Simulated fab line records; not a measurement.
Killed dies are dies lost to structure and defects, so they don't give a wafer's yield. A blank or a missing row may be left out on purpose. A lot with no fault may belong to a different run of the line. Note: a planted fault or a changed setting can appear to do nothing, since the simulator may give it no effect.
What tool caused it? -- flow n5 finfet -- 9 lots with 27 wafers sampled at 3 steps, on a route of 1938 steps

WHAT EACH GAUGE READ, for each wafer
N5_HKMG_FIN_CD_MEAS_12 targets a cd of 92.8 nm.
lot,measured,on,cd nm (nm)
L335,day 4 14:11,cd sem-01,93.2 93.2 92.9
L338,day 5 02:22,cd sem-01,93.0 91.8 92.4
L339,day 5 12:17,cd sem-01,92.5 92.4 92.6
L341,day 6 00:06,cd sem-03,91.7 92.6 91.6
L350,day 8 02:44,cd sem-01,94.5 95.6 96.6
L351,day 8 11:01,cd sem-01,91.3 90.9 92.2
L354,day 9 05:56,cd sem-01,93.0 91.8 92.4
L356,day 9 17:49,cd sem-02,92.4 92.3 92.5
L357,day 9 23:05,cd sem-02,92.0 92.0 92.8

EACH LOT AND THE TOOL THAT RAN IT (in order: tool; ch and the chambers of the sampled wafers; start)
lot,N5_HKMG_FIN_ETCH_54,N5_HKMG_FIN_PEB_10
L335,"rie diel-04 ch 0,2, day 4 11:04","litho track-02 ch 0, day 4 14:07"
L338,"rie diel-05 ch 1,2,3, day 4 23:01","litho track-02 ch 0, day 5 02:18"
L339,"rie diel-02 ch 0,1,3, day 5 09:00","litho track-01 ch 0, day 5 12:14"
L341,"rie diel-05 ch 0,2, day 5 20:59","litho track-03 ch 0, day 6 00:02"
L350,"rie diel-04 ch 0,1, day 7 23:22","litho track-01 ch 0, day 8 02:40"
L351,"rie diel-05 ch 2,3, day 8 07:25","litho track-02 ch 0, day 8 10:57"
L354,"rie diel-05 ch 0,1,3, day 9 02:23","litho track-03 ch 0, day 9 05:52"
L356,"rie diel-02 ch 0,1,3, day 9 14:20","litho track-02 ch 0, day 9 17:45"
L357,"rie diel-02 ch 0,2,3, day 9 19:55","litho track-03 ch 0, day 9 23:01"
- N5_HKMG_FIN_ETCH_54: etches SiARC in CF4, target depth 45.5 nm, time 75.8 s.
- N5_HKMG_FIN_PEB_10: peb time 60 s.

THE ANSWER, worked out from the rows above alone
Rule: the lots themselves supply what counts as usual. The widest of any qualifying gaps counts: lots, ordered by their means at a reading, are off when they make up no more than a third of the lots, leave a main group of 4 or more, and stand apart from it by 3 or more times the standard deviation of that group's means. The tables above print the reading to a certain number of digits; a main group whose means all agree to those digits is not used. A lot without any number at a reading at which 4 lots or more have one is off too. All remaining lots with rows at the step are treated as sound.
Off: L350, at N5_HKMG_FIN_CD_MEAS_12 (cd nm). For the main group the mean is 92.3 nm and the standard deviation 0.44.
A tool fits if, at a process step before that reading, it ran every lot that is off, and no sound lot after the first of them. Gauges at N5_HKMG_FIN_CD_MEAS_12: tried the same way as those tools. 2 tools fit, rie diel-04 at N5_HKMG_FIN_ETCH_54 and litho track-01 at N5_HKMG_FIN_PEB_10, so this cannot tell which one it is.

WHAT THE SIMULATOR HAD INSERTED
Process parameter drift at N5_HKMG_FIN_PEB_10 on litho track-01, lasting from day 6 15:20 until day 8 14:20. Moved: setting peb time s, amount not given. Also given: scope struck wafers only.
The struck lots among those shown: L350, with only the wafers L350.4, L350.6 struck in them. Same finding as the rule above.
